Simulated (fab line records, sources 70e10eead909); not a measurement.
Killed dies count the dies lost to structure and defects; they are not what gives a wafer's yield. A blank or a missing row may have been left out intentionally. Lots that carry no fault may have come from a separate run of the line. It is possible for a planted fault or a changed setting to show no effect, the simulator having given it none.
fab line records	flow nand_harc
[record] lots = 6	wafers = 18	last_day = 33
route steps=1302 shown A_M0@1166 A_M1@1169 END@1302
lots untouched by any fault: they come from a run of this same line in which no faults occurred
start_h: start of the lot's first displayed wafer, in hours after the record's first day	wait_h: hours elapsed since this lot's preceding step	" the same as in the row above	L1.1+2: a row that stands for several wafers	- no value, or no start given	* or withheld: withheld	< > ~ a bound
route shown NAME@n: names a module that has steps shown in the file, with the first one's number in the route	usual: the fault-free wafers' mean and standard deviation	same: alike in all rows	chamber/n: place in a boat	sites: readings site by site	_std_site: the values' standard deviation	_edge_site: outer sites' mean less inner sites'	radius_mm: for every site, how far away it sits from the centre of the wafer	mask NAME#n: copy n	behind: the last tool/chamber to shape the wafer	hold: reason for holding the lot/hours on hold/outcome of the hold	device: the transistor (n, p or np) that didn't switch	end of line: the route-end tests of the same wafers	a step without rows: its recipe alone	killed: the dies lost at the first sort to structure and to defects; this is not the yield of the wafer	map: dies across one wafer; x = killed, . = not, _ = none there
set.NAME: the setting as run; set.NAME@STEP: as run at that earlier step	model.NAME: the simulator's own value behind a step, which no gauge read
certain route steps with their lots: each step a table, each wafer a row
services: the hour from which a tool's chamber was out of use, counted from the record's first day as start_h (under 0 if before that day), plus the number of hours and why
[[steps]]
[step NHARC_A_M0_INSPECT_27]
[usual] raw_defect_count = 550/170
lot.wafer	tool	chamber	start_h	wait_h	raw_defect_count
L928.3	defect_inspect-02	-	569.63	0.0	751
L928.5	"	-	"	"	564
L928.6	"	-	"	"	419
L931.1	defect_inspect-02	-	601.78	0.0	406
L931.2	"	-	"	"	788
L931.3	"	-	"	"	418
L939.3	defect_inspect-02	-	686.83	0.0	496
L939.4	"	-	"	"	550
L939.5	"	-	"	"	337
L941.3	defect_inspect-02	-	709.92	0.0	366
L941.5	"	-	"	"	470
L941.6	"	-	"	"	419
L944.1	defect_inspect-02	-	740.93	0.0	340
L944.2	"	-	"	"	339
L944.3	"	-	"	"	459
L945.3	defect_inspect-01	-	742.66	0.0	535
L945.4	"	-	"	"	501
L945.6	"	-	"	"	773
[step NHARC_A_M0_PRE_CLEAN_31]
[recipe] time_s = 12	temp_c = 370	rf_power_w = 300	gas = NH3
[usual] heater_power_outer_w = 400/63	heater_power_w = 668/81	rf_fwd_power_W = 292.7/0.92
lot.wafer	tool	chamber	start_h	wait_h	heater_power_outer_w	heater_power_w	rf_fwd_power_W
L928.3	pecvd-04	0	569.72	0.1	464	762	293.4
L928.6	"	1	"	"	343	602	292.4
L928.5	"	0	"	"	463	756	292.7
L931.1	pecvd-04	0	602.17	0.4	504	802	294.0
L931.2	"	1	"	"	404	662	292.7
L931.3	"	2	"	"	379	639	293.7
L939.3	pecvd-03	1	686.90	0.1	315	495	292.2
L939.4	"	2	"	"	361	693	293.0
L939.5	"	0	"	"	444	733	294.0
L941.3	pecvd-03	0	709.99	0.1	445	748	292.5
L941.6	"	0	"	"	443	772	292.8
L941.5	"	1	"	"	336	534	292.9
L944.2	pecvd-04	1	741.00	0.1	329	575	291.1
L944.1	"	2	"	"	400	680	292.9
L944.3	"	0	"	"	522	815	292.5
L945.3	pecvd-02	2	742.75	0.1	337	607	292.8
L945.6	"	0	"	"	368	626	293.0
L945.4	"	1	"	"	459	671	293.2
[step NHARC_A_M0_DEP_32]
[recipe] target_thk_a = 300	temp_c = 370	target_thk_nm = 30	pressure_torr = 3	flow_sccm = 200	rf_w = 450	material = SiCN
[usual] heater_power_outer_w = 367/62	heater_power_w = 624/79	rf_fwd_power_W = 449.0/1.5
lot.wafer	tool	chamber	start_h	wait_h	heater_power_outer_w	heater_power_w	rf_fwd_power_W
L928.3	pecvd-04	0	569.86	0.1	415	675	448.4
L928.6	"	1	"	"	361	638	449.6
L928.5	"	0	"	"	411	678	447.6
L931.1	pecvd-04	0	602.25	0.1	468	765	447.6
L931.2	"	1	"	"	310	553	449.6
L931.3	"	2	"	"	294	556	446.1
L939.3	pecvd-03	1	686.98	0.1	292	498	450.3
L939.4	"	2	"	"	362	684	449.0
L939.5	"	0	"	"	385	671	447.7
L941.3	pecvd-03	0	710.10	0.1	386	700	448.6
L941.6	"	0	"	"	387	676	447.9
L941.5	"	1	"	"	312	505	450.1
L944.2	pecvd-04	1	741.08	0.1	368	626	449.4
L944.1	"	2	"	"	401	690	448.4
L944.3	"	0	"	"	467	764	448.7
L945.3	pecvd-02	2	742.89	0.1	320	586	445.8
L945.6	"	0	"	"	391	615	448.7
L945.4	"	1	"	"	460	658	450.3
[step NHARC_A_M1_DEP_00]
[recipe] target_thk_a = 1825	target_thk_nm = 182.5	temp_c = withheld	pressure_torr = 5	flow_sccm = 200	rf_w = 600	material = SiOC
[step NHARC_A_M1_DEHYDRATE_01]
[recipe] temp_c = 150	time_s = 120
[step NHARC_A_M1_HMDS_02]
[recipe] time_s = 30
[step NHARC_A_M1_COAT_34]
[recipe] temp_c = 200	time_s = 65
[step NHARC_A_M1_COAT_03]
[recipe] spin_rpm = 1500	resist_thk_nm = 90
[step NHARC_A_M1_SOFTBAKE_04]
[recipe] temp_c = 105	time_s = 55
[step NHARC_A_M1_EBR_05]
[step NHARC_A_M1_EXPOSE_06]
[recipe] na = 1.35	target_cd_nm = 120	dose_mj = 75.13	mask_id = A_M1
[step NHARC_A_M1_PEB_07]
[recipe] peb_temp_c = 100	peb_time_s = 65
[usual] chill_plate_temp_C = 23.00/0.1	heater_power_total_W = 156.7/0.41	plate_temp_C = 99.99/0.13
lot.wafer	tool	chamber	start_h	wait_h	chill_plate_temp_C	heater_power_total_W	plate_temp_C
L928.3	litho_track-01	0	570.95	0.0	23.06	156.7	99.79
L928.5	"	0	"	"	22.98	157.2	99.79
L928.6	"	0	"	"	22.97	157.1	99.98
L931.1	litho_track-06	0	603.27	0.1	23.18	156.5	99.79
L931.2	"	0	"	"	23.04	157.0	100.08
L931.3	"	0	"	"	23.10	156.0	100.08
L939.3	litho_track-06	0	688.25	0.0	23.08	159.9	101.72
L939.4	"	0	"	"	23.15	160.7	101.55
L939.5	"	0	"	"	23.14	160.7	101.56
L941.3	litho_track-06	0	711.11	0.0	22.93	159.8	101.58
L941.5	"	0	"	"	22.98	160.1	101.53
L941.6	"	0	"	"	22.88	160.6	101.63
L944.1	litho_track-04	0	742.11	0.1	23.06	156.9	99.97
L944.2	"	0	"	"	23.05	156.8	99.92
L944.3	"	0	"	"	23.00	156.7	100.17
L945.3	litho_track-04	0	743.85	0.0	23.05	157.1	100.03
L945.4	"	0	"	"	23.00	156.0	99.86
L945.6	"	0	"	"	23.06	156.6	100.03
[step NHARC_A_M1_DEVELOP_08]
[recipe] develop_time_s = 35	dev_temp_c = 23
[step NHARC_A_M1_CD_MEAS_09]
[recipe] target_cd_nm = 120	landing_energy_ev = 500
[usual] cd_nm = 120.5/0.89
lot.wafer	tool	chamber	start_h	wait_h	cd_nm
L928.3	cd_sem-02	0	571.03	-	119.5
L928.5	"	0	"	"	118.9
L928.6	"	0	"	"	120.0
L931.1	cd_sem-02	0	603.35	-	120.9
L931.2	"	0	"	"	120.4
L931.3	"	0	"	"	119.8
L939.3	cd_sem-02	0	688.34	-	126.0
L939.4	"	0	"	"	125.9
L939.5	"	0	"	"	126.9
L941.3	cd_sem-02	0	711.19	-	124.5
L941.5	"	0	"	"	124.2
L941.6	"	0	"	"	124.1
L944.1	cd_sem-01	0	742.19	-	121.9
L944.2	"	0	"	"	120.1
L944.3	"	0	"	"	120.7
L945.3	cd_sem-03	0	743.94	-	121.4
L945.4	"	0	"	"	122.2
L945.6	"	0	"	"	120.0
[step NHARC_A_M1_OVL_MEAS_10]
[recipe] pitch_nm = 240
[usual] overlay_x_nm = -0.1/0.6	overlay_y_nm = -0.1/0.87
lot.wafer	tool	chamber	start_h	wait_h	overlay_x_nm	overlay_y_nm
L928.3	overlay-01	-	571.12	-	0.2	-0.1
L928.5	"	-	"	"	-0.2	0.3
L928.6	"	-	"	"	-0.1	0.0
L931.1	overlay-01	-	603.43	-	0.1	-0.3
L931.2	"	-	"	"	-0.1	0.3
L931.3	"	-	"	"	-0.6	0.0
L939.3	overlay-01	-	688.42	-	-1.2	1.0
L939.4	"	-	"	"	-1.2	0.8
L939.5	"	-	"	"	-0.4	0.9
L941.3	overlay-02	-	711.27	-	0.1	-1.3
L941.5	"	-	"	"	0.2	-1.1
L941.6	"	-	"	"	0.0	-1.3
L944.1	overlay-01	-	742.28	-	0.1	-1.5
L944.2	"	-	"	"	-0.3	-1.4
L944.3	"	-	"	"	0.1	-1.4
L945.3	overlay-01	-	744.02	-	0.5	-0.4
L945.4	"	-	"	"	0.5	-0.6
L945.6	"	-	"	"	0.4	-0.3
[step NHARC_A_M1_INSPECT_11]
[usual] raw_defect_count = 91/30
lot.wafer	tool	chamber	start_h	wait_h	raw_defect_count
L928.3	defect_inspect-01	-	571.15	0.0	77
L928.5	"	-	"	"	89
L928.6	"	-	"	"	65
L931.1	defect_inspect-02	-	603.47	0.0	39
L931.2	"	-	"	"	36
L931.3	"	-	"	"	37
L939.3	defect_inspect-01	-	688.46	0.0	77
L939.4	"	-	"	"	75
L939.5	"	-	"	"	72
L941.3	defect_inspect-01	-	711.31	0.0	107
L941.5	"	-	"	"	116
L941.6	"	-	"	"	107
L944.1	defect_inspect-01	-	742.32	0.0	19
L944.2	"	-	"	"	27
L944.3	"	-	"	"	23
L945.3	defect_inspect-02	-	744.06	0.0	127
L945.4	"	-	"	"	136
L945.6	"	-	"	"	149
[step NHARC_A_M1_DESCUM_14]
[recipe] time_s = 3	o2_flow_sccm = 200	ar_flow_sccm = 0	bias_power_w = 0	chemistry = O2
[usual] drypump_motor_current_A = 5.8/0.42	oes_product_au = 0.994/0.012	rf_vpp_V = 57.6/0.89	showerhead_plenum_p_Torr = 1.88/0.097	throttle_valve_pct = 11.310/0.0094
lot.wafer	tool	chamber	start_h	wait_h	drypump_motor_current_A	oes_product_au	rf_hours_counter_h	rf_vpp_V	showerhead_plenum_p_Torr	throttle_valve_pct	model.A_M1.cd_nm
L928.3	rie_diel-04	3	571.22	0.1	5.1	1.005	0.8	57.8	1.79	11.316	119.2
L928.5	"	2	"	"	5.8	0.983	-	56.2	1.87	11.298	119.1
L928.6	"	3	"	"	5.1	0.996	-	58.9	1.79	11.317	120
L931.1	rie_diel-07	1	603.53	0.1	5.0	0.992	7.6	56.2	1.79	11.305	121.3
L931.2	"	2	"	"	5.9	1.011	7.5	59.2	2.04	11.317	120.2
L931.3	"	3	"	"	5.6	0.985	7.1	56.0	1.81	11.318	119.6
L939.3	rie_diel-04	0	688.54	0.1	6.5	0.980	3.2	58.2	2.05	11.316	125.9
L939.5	"	1	"	"	5.8	0.995	-	57.9	1.85	11.318	127.2
L939.4	"	0	"	"	6.5	0.990	-	58.7	2.06	11.298	125.9
L941.3	rie_diel-07	2	711.38	0.1	5.8	1.001	3.4	57.9	2.04	11.301	123.3
L941.6	"	1	"	"	5.0	1.006	-	57.1	1.79	11.310	125.1
L941.5	"	2	"	"	5.8	1.007	-	58.4	2.04	11.306	123.3
L944.3	rie_diel-07	2	742.38	0.1	5.9	1.008	5.2	58.8	2.04	11.295	120
L944.1	"	3	"	"	5.6	0.993	5.4	58.5	1.81	11.318	121.1
L944.2	"	1	"	"	5.1	0.999	5.4	57.1	1.79	11.303	120
L945.3	rie_diel-10	2	744.12	0.1	5.8	1.000	9.3	56.5	1.84	11.306	122.1
L945.6	"	2	"	"	5.8	1.006	-	55.9	1.84	11.315	120.5
L945.4	"	3	"	"	5.7	1.004	-	57.7	1.97	11.316	121
[step NHARC_A_M1_ETCH_35]
[recipe] target_depth_a = 400	overetch_a = 120	time_s = 43.94	ion_energy_ev = 200	n2_flow_sccm = 150	h2_flow_sccm = 150	ar_flow_sccm = 0	rf_w = 400	bias_w = 150	chemistry = N2/H2
[usual] drypump_motor_current_A = 5.8/0.4	oes_product_au = 0.993/0.011	rf_fwd_power_W = 395.1/1.8	rf_vpp_V = 429.5/3	showerhead_plenum_p_Torr = 2.01/0.11	throttle_valve_pct = 14.172/0.009
lot.wafer	tool	chamber	start_h	wait_h	drypump_motor_current_A	oes_product_au	rf_fwd_power_W	rf_hours_counter_h	rf_vpp_V	showerhead_plenum_p_Torr	throttle_valve_pct
L928.3	rie_diel-04	0	571.32	0.1	6.5	0.994	391.4	1.1	435.2	2.20	14.174
L928.5	"	1	"	"	5.8	0.981	395.1	-	427.8	1.97	14.177
L928.6	"	2	"	"	5.8	0.975	396.7	-	429.8	2.00	14.157
L931.3	rie_diel-07	1	603.62	0.1	5.1	0.981	396.6	7.6	426.3	1.90	14.167
L931.1	"	2	"	"	5.9	1.010	392.7	7.5	432.3	2.18	14.146
L931.2	"	3	"	"	5.6	0.986	393.9	7.1	426.5	1.93	14.162
L939.3	rie_diel-04	2	688.63	0.1	5.8	0.985	395.8	4.7	430.9	1.99	14.170
L939.4	"	1	"	"	5.8	0.984	394.2	-	428.8	1.97	14.182
L939.5	"	0	"	"	6.5	0.985	392.8	-	434.0	2.20	14.189
L941.3	rie_diel-07	2	711.45	0.1	5.9	0.995	391.5	3.4	433.7	2.18	14.178
L941.6	"	2	"	"	5.9	1.012	393.5	-	433.8	2.18	14.163
L941.5	"	3	"	"	5.5	0.992	394.9	-	427.4	1.93	14.172
L944.1	rie_diel-07	0	742.47	0.1	6.2	0.987	395.5	4.3	428.4	1.94	14.183
L944.2	"	1	"	"	5.0	1.007	396.2	5.4	426.1	1.90	14.165
L944.3	"	2	"	"	5.9	1.004	392.2	5.2	434.3	2.18	14.159
L945.3	rie_diel-10	0	744.23	0.1	5.8	1.030	399.4	7.6	426.1	1.88	14.169
L945.6	"	0	"	"	5.8	1.028	398.6	-	427.0	1.88	14.176
L945.4	"	2	"	"	5.9	0.996	398.3	-	428.0	1.96	14.176
[step NHARC_A_M1_ETCH_15]
[recipe] target_depth_a = 1825	time_s = 91.2	c4f8_flow_sccm = withheld	ar_flow_sccm = 400	rf_w = 600	bias_w = 300	chemistry = C4F8/Ar
[usual] oes_product_au = 0.943/0.021	rf_fwd_power_W = 595.5/1.9	rf_vpp_V = 439.9/2.9
lot.wafer	tool	chamber	start_h	wait_h	oes_product_au	rf_fwd_power_W	rf_hours_counter_h	rf_vpp_V
L928.3	rie_diel-04	0	-	-	0.944	594.8	1.1	445.5
L928.6	"	0	"	"	0.941	593.1	-	446.0
L928.5	"	1	"	"	0.944	595.8	-	438.8
L931.3	rie_diel-07	2	-	-	0.946	595.6	7.5	443.7
L931.2	"	3	"	"	0.951	597.4	7.2	438.7
L931.1	"	0	"	"	0.937	597.0	7.3	438.2
L939.3	rie_diel-04	1	-	-	0.912	595.4	5.3	438.5
L939.4	"	1	"	"	0.906	594.1	-	439.0
L939.5	"	2	"	"	0.924	595.5	-	440.1
L941.3	rie_diel-07	0	-	-	0.966	596.0	2.7	438.7
L941.5	"	3	"	"	0.961	593.1	-	438.0
L941.6	"	0	"	"	0.958	595.8	-	437.6
L944.3	rie_diel-07	2	-	-	0.960	594.1	5.2	445.7
L944.1	"	3	"	"	0.952	594.9	5.5	436.0
L944.2	"	0	"	"	0.973	598.5	4.3	438.9
L945.3	rie_diel-10	0	-	-	0.985	596.1	7.6	436.8
L945.4	"	2	"	"	0.949	599.2	-	439.1
L945.6	"	3	"	"	0.960	594.8	-	442.4
[step NHARC_A_M1_CD_MEAS_16]
[usual] cd_nm = 120.0/1.1
lot.wafer	tool	chamber	start_h	wait_h	cd_nm
L928.3	cd_sem-01	-	571.53	-	118.9
L928.5	"	-	"	"	119.9
L928.6	"	-	"	"	119.8
L931.1	cd_sem-02	-	603.84	-	121.1
L931.2	"	-	"	"	120.4
L931.3	"	-	"	"	118.8
L939.3	cd_sem-03	-	688.87	-	125.7
L939.4	"	-	"	"	125.9
L939.5	"	-	"	"	126.9
L941.3	cd_sem-03	-	711.68	-	123.5
L941.5	"	-	"	"	124.3
L941.6	"	-	"	"	125.4
L944.1	cd_sem-03	-	742.68	-	120.2
L944.2	"	-	"	"	119.8
L944.3	"	-	"	"	120.2
L945.3	cd_sem-03	-	744.47	-	121.1
L945.4	"	-	"	"	120.6
L945.6	"	-	"	"	119.3
[step NHARC_A_M1_STRIP_18]
[recipe] power_w = 1000	n2_flow_sccm = 150	h2_flow_sccm = 150	ar_flow_sccm = 0	bias_w = 0	chemistry = N2/H2
[usual] drypump_motor_current_A = 5.8/0.37	oes_product_au = 0.997/0.012	rf_fwd_power_W = 997.7/3	rf_vpp_V = 90.5/0.89	showerhead_plenum_p_Torr = 2.01/0.11	throttle_valve_pct = 14.172/0.0087
lot.wafer	tool	chamber	start_h	wait_h	drypump_motor_current_A	oes_product_au	rf_fwd_power_W	rf_hours_counter_h	rf_vpp_V	showerhead_plenum_p_Torr	throttle_valve_pct
L928.3	rie_diel-10	3	571.59	0.1	5.7	0.996	993.6	9.8	90.0	2.11	14.178
L928.6	"	3	"	"	5.7	1.000	994.9	-	90.2	2.11	14.169
L928.5	"	0	"	"	5.8	1.010	993.5	-	89.8	1.89	14.164
L931.2	rie_diel-07	1	603.91	0.1	5.0	0.988	996.6	7.7	89.8	1.90	14.162
L931.1	"	2	"	"	5.9	1.000	993.7	7.6	91.4	2.18	14.164
L931.3	"	3	"	"	5.6	1.005	994.8	7.2	89.7	1.93	14.165
L939.3	rie_diel-10	3	688.94	0.1	5.7	0.986	997.2	5.8	91.7	2.11	14.169
L939.4	"	1	"	"	6.1	0.996	998.0	4.7	91.4	2.08	14.175
L939.5	"	0	"	"	5.8	1.018	993.5	-	90.5	1.88	14.179
L941.3	rie_diel-10	0	711.80	0.1	5.8	1.022	994.7	5.4	90.8	1.88	14.191
L941.5	"	2	"	"	5.8	1.017	995.1	-	89.3	1.96	14.169
L941.6	"	3	"	"	5.7	1.013	999.0	-	92.0	2.11	14.183
L944.1	rie_diel-04	0	742.76	0.1	6.5	1.005	988.8	2.1	92.0	2.19	14.175
L944.2	"	1	"	"	5.8	0.975	1001.7	2.1	91.3	1.97	14.174
L944.3	"	0	"	"	6.5	0.998	996.0	-	92.1	2.19	14.180
L945.3	rie_diel-10	3	744.54	0.1	5.7	0.995	995.1	9.7	90.8	2.11	14.171
L945.6	"	0	"	"	5.8	1.021	1004.2	-	90.2	1.88	14.178
L945.4	"	2	"	"	5.8	0.995	994.5	-	89.5	1.96	14.172
[step NHARC_A_M1_ETCH_28]
[recipe] target_depth_a = 300	over_etch_frac = 0.3	time_s = 72.99	ion_energy_ev = 150	cf4_flow_sccm = 50	n2_flow_sccm = 100	ar_flow_sccm = 150	rf_w = 300	bias_w = 100	chemistry = CF4/N2
[usual] drypump_motor_current_A = 5.8/0.36	oes_product_au = 0.998/0.013	rf_fwd_power_W = 297.7/1	rf_vpp_V = 313.3/2.1	showerhead_plenum_p_Torr = 2.58/0.12	throttle_valve_pct = 19.794/0.0087
lot.wafer	tool	chamber	start_h	wait_h	drypump_motor_current_A	oes_product_au	rf_fwd_power_W	rf_hours_counter_h	rf_vpp_V	showerhead_plenum_p_Torr	throttle_valve_pct	model.A_M1.cd_nm
L928.3	rie_diel-10	3	-	-	5.7	1.003	296.3	9.9	314.4	2.71	19.804	118.4
L928.5	"	3	"	"	5.7	0.989	298.1	-	313.9	2.71	19.781	118.8
L928.6	"	0	"	"	5.7	1.001	297.9	-	311.7	2.44	19.771	120
L931.1	rie_diel-07	0	-	-	6.2	0.990	298.3	7.4	312.3	2.52	19.787	121.5
L931.2	"	1	"	"	5.1	1.004	298.6	7.8	311.7	2.46	19.797	119.9
L931.3	"	2	"	"	5.9	1.009	296.1	7.6	317.2	2.79	19.790	118.5
L939.3	rie_diel-10	2	-	-	5.8	1.002	299.9	5.8	312.5	2.53	19.788	125.5
L939.4	"	0	"	"	5.8	1.028	298.5	4.7	310.1	2.44	19.789	125.7
L939.5	"	2	"	"	5.8	1.013	298.7	-	311.9	2.53	19.795	126.2
L941.3	rie_diel-10	3	-	-	5.7	1.012	296.8	7.6	314.9	2.70	19.783	122.6
L941.6	"	0	"	"	5.8	1.025	299.1	-	311.0	2.44	19.808	125.1
L941.5	"	1	"	"	6.2	0.984	297.3	-	314.4	2.67	19.793	123.5
L944.2	rie_diel-04	1	743.16	0.3	5.8	0.970	297.7	2.1	313.9	2.54	19.793	120.3
L944.1	"	0	"	"	6.5	0.998	297.1	2.1	316.6	2.81	19.795	121.4
L944.3	"	1	"	"	5.8	0.966	297.2	-	314.1	2.54	19.783	122
L945.3	rie_diel-10	2	-	-	5.9	1.017	298.3	9.5	311.8	2.53	19.798	120.8
L945.6	"	3	"	"	5.7	1.004	297.9	-	316.1	2.70	19.794	119.4
L945.4	"	2	"	"	5.9	1.011	298.9	-	311.5	2.53	19.793	120.7
[step NHARC_A_M1_STRIP_19]
[recipe] time_s = 600	temp_c = 30	chemistry = post_etch_residue_remover
[step NHARC_END_SORT_01]
[recipe] temp_c = 25
[usual] defect_limited_yield = 90.5/2.4	killed_at_array = 59/16	killed_at_other = 0.7/1.1	killed_at_periphery = 4/3	killed_dies = 64/16	killed_open = 3.4/1.8	killed_short = 2.6/1.7
[same] gross_dies = 677
lot.wafer	tool	chamber	start_h	wait_h	defect_limited_yield[%]	killed_at_array	killed_at_other	killed_at_periphery	killed_dies	killed_open	killed_short
L931.1	prober-02	0	639.04	2.5	92.8	38	0	11	49	5	2
L931.2	prober-02	0	639.84	2.8	93.8	32	1	9	42	5	4
L931.3	prober-02	0	640.64	3.1	93.6	35	1	7	43	4	1
L941.3	prober-01	0	747.99	3.1	89.4	67	1	4	72	2	5
L941.5	prober-01	0	749.59	3.7	89.2	69	0	4	73	4	2
L941.6	prober-01	0	750.39	4.0	88.3	74	1	4	79	4	4
L944.1	prober-02	0	777.77	2.5	96.6	23	0	0	23	3	4
L944.2	prober-02	0	778.57	2.8	96.0	23	1	3	27	3	1
L944.3	prober-02	0	779.38	3.1	96.0	24	0	3	27	1	3
L945.3	prober-01	0	779.37	3.1	89.7	67	1	2	70	2	2
L945.4	prober-01	0	780.18	3.4	92.5	49	1	1	51	2	1
L945.6	prober-01	0	781.80	4.0	89.4	68	1	3	72	3	1
// killed by level:class
L931.1 A_CHANNEL_HOLE_D2:chamber_film_flake=13 A_CONTACT:chamber_film_flake=9 P_GATE:chamber_film_flake=6 A_CHANNEL_HOLE_D1:chamber_film_flake=5 P_STI:chamber_film_flake=2 A_DECK1_JOINT:chamber_film_flake=2 A_STAIRCASE:chamber_film_flake=2 P_CONTACT:geometric_particle:open=1
L931.2 A_CHANNEL_HOLE_D2:chamber_film_flake=9 A_CONTACT:chamber_film_flake=9 P_GATE:chamber_film_flake=4 A_CHANNEL_HOLE_D1:chamber_film_flake=4 P_M0:geometric_particle:open=3 A_STAIRCASE:chamber_film_flake=3 A_SLIT:chamber_film_flake=2 A_SOURCE_PLATE:geometric_particle:short=1
L931.3 A_CHANNEL_HOLE_D2:chamber_film_flake=18 A_CHANNEL_HOLE_D1:chamber_film_flake=4 P_ZERO_WELL:chamber_film_flake=3 P_GATE:chamber_film_flake=3 A_CHANNEL_HOLE_D1:geometric_particle:open=2 A_ZERO_WELL:chamber_film_flake=2 A_STAIRCASE:chamber_film_flake=2 A_CONTACT:chamber_film_flake=2
L941.3 A_CHANNEL_HOLE_D1:chamber_film_flake=29 A_SLIT:chamber_film_flake=18 A_CONTACT:chamber_film_flake=11 P_CONTACT:chamber_film_flake=3 A_STAIRCASE:chamber_film_flake=3 A_M0:geometric_particle:short=2 P_GATE:geometric_particle:short=1 A_CHANNEL_HOLE_D1:geometric_particle:short=1
L941.5 A_CHANNEL_HOLE_D1:chamber_film_flake=32 A_SLIT:chamber_film_flake=21 A_CONTACT:chamber_film_flake=7 A_DECK1_JOINT:chamber_film_flake=2 P_CONTACT:geometric_particle:open=1 A_ONON_D1:geometric_particle:short=1 A_CHANNEL_FILL_D2:geometric_particle:short=1 A_CHANNEL_FILL_D2:geometric_particle:open=1
L941.6 A_SLIT:chamber_film_flake=28 A_CHANNEL_HOLE_D1:chamber_film_flake=26 A_CONTACT:chamber_film_flake=7 A_WL_FILL:geometric_particle:short=4 P_CONTACT:chamber_film_flake=3 A_ZERO_WELL:chamber_film_flake=3 A_STAIRCASE:chamber_film_flake=2 P_CONTACT:geometric_particle:open=1
L944.1 A_SLIT:chamber_film_flake=6 A_CONTACT:chamber_film_flake=5 A_STAIRCASE:chamber_film_flake=3 A_DECK1_JOINT:geometric_particle:short=2 A_CHANNEL_FILL_D2:geometric_particle:open=2 A_ONON_D1:geometric_particle:short=1 A_CHANNEL_FILL_D1:geometric_particle:short=1 A_CHANNEL_FILL_D1:geometric_particle:open=1
L944.2 A_SLIT:chamber_film_flake=9 A_CHANNEL_FILL_D2:chamber_film_flake=4 P_GATE:chamber_film_flake=2 A_CHANNEL_HOLE_D1:chamber_film_flake=2 A_CONTACT:chamber_film_flake=2 A_ONON_D1:geometric_particle:short=1 A_ONON_D1:geometric_particle:open=1 A_CHANNEL_FILL_D2:geometric_particle:open=1
L945.3 A_SLIT:chamber_film_flake=31 A_CHANNEL_HOLE_D2:chamber_film_flake=11 A_CHANNEL_HOLE_D1:chamber_film_flake=10 A_CONTACT:chamber_film_flake=5 A_STAIRCASE:chamber_film_flake=2 A_WL_FILL:chamber_film_flake=2 A_M0:chamber_film_flake=2 A_ONON_D2:geometric_particle:short=1
L944.3 A_SLIT:chamber_film_flake=6 A_STAIRCASE:chamber_film_flake=5 A_CONTACT:chamber_film_flake=4 A_CHANNEL_HOLE_D2:geometric_particle:short=2 P_ZERO_WELL:chamber_film_flake=2 A_CHANNEL_FILL_D2:chamber_film_flake=2 A_ONON_D1:geometric_particle:short=1 A_M0:geometric_particle:open=1
L945.4 A_SLIT:chamber_film_flake=19 A_CHANNEL_HOLE_D1:chamber_film_flake=14 A_CHANNEL_HOLE_D2:chamber_film_flake=7 A_CONTACT:chamber_film_flake=4 A_STAIRCASE:chamber_film_flake=2 A_ONON_D2:geometric_particle:open=1 A_ONON_D2:geometric_particle:short=1 A_SGD_CUT:geometric_particle:open=1
L945.6 A_CHANNEL_HOLE_D2:chamber_film_flake=30 A_SLIT:chamber_film_flake=14 A_CHANNEL_HOLE_D1:chamber_film_flake=10 A_CONTACT:chamber_film_flake=5 A_WL_FILL:chamber_film_flake=2 A_M0:chamber_film_flake=2 P_M0:geometric_particle:short=1 P_M0:geometric_particle:open=1
[[services]]
tool	chamber	start_h	hours	kind
pecvd-03	-	547.00	13.0	pm
rie_diel-04	1	547.04	3.9	repair
litho_track-04	-	553.01	7.0	pm
rie_diel-10	1	577.96	2.7	repair
rie_diel-04	0	587.16	64.2	repair
rie_diel-10	-	596.50	9.0	pm
rie_diel-04	2	601.57	5.5	repair
pecvd-04	-	627.08	1.0	repair
pecvd-04	-	631.12	13.0	pm
rie_diel-04	3	644.14	101.5	repair
rie_diel-07	-	648.20	9.0	pm
rie_diel-07	0	659.23	13.6	repair
pecvd-03	1	659.59	5.5	repair
rie_diel-07	3	674.28	1.3	repair
rie_diel-07	3	692.25	3.8	repair
rie_diel-07	0	699.51	1.6	repair
rie_diel-10	0	702.56	5.9	repair
litho_track-06	-	704.00	7.0	pm
rie_diel-04	-	708.90	9.0	pm
pecvd-04	0	726.39	13.2	repair
pecvd-03	-	728.00	13.0	pm
rie_diel-04	2	728.03	15.5	repair
rie_diel-07	1	740.17	1.2	repair
rie_diel-10	1	743.60	5.4	repair
[[key]]
[first_sign] step = NHARC_A_M1_PEB_07	reading = plate_temp_C	direction = up	sigmas = 13	usual = *	struck = *
[effect] step = NHARC_A_M1_PEB_07	reading = heater_power_total_W	direction = up	sigmas = 9	usual = *	struck = *
[effect] step = NHARC_A_M1_CD_MEAS_09	reading = cd_nm	direction = up	sigmas = 5.4	usual = 120.5	struck = 125.3	through = control_loop
[effect] step = NHARC_A_M1_CD_MEAS_16	reading = cd_nm	direction = up	sigmas = 5	usual = 120.0	struck = 125.3	through = control_loop
[model_effect] step = NHARC_A_M1_DESCUM_14	value = A_M1.cd_nm	without = 119.9	struck = 125.1
[model_effect] step = NHARC_A_M1_ETCH_28	value = A_M1.cd_nm	without = 119.5	struck = 124.7
met_at NHARC_A_M1_PEB_07
struck_wafers L939.3,L939.4,L939.5,L941.3,L941.5,L941.6
[loop_trim] step = NHARC_A_M1_EXPOSE_06	setting = dose	lots = L941
onset_between 603.27 688.25
[fault] kind = process_parameter_drift	tool = litho_track-06	chamber = -	onset_h = 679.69	steps = NHARC_A_M1_PEB_07	channel = peb_temp_c	offset = *	shape = step	end_h = 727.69	acts_in = *	stated = *
// loop_trim: a control loop set the setting to another value than it would have without faults
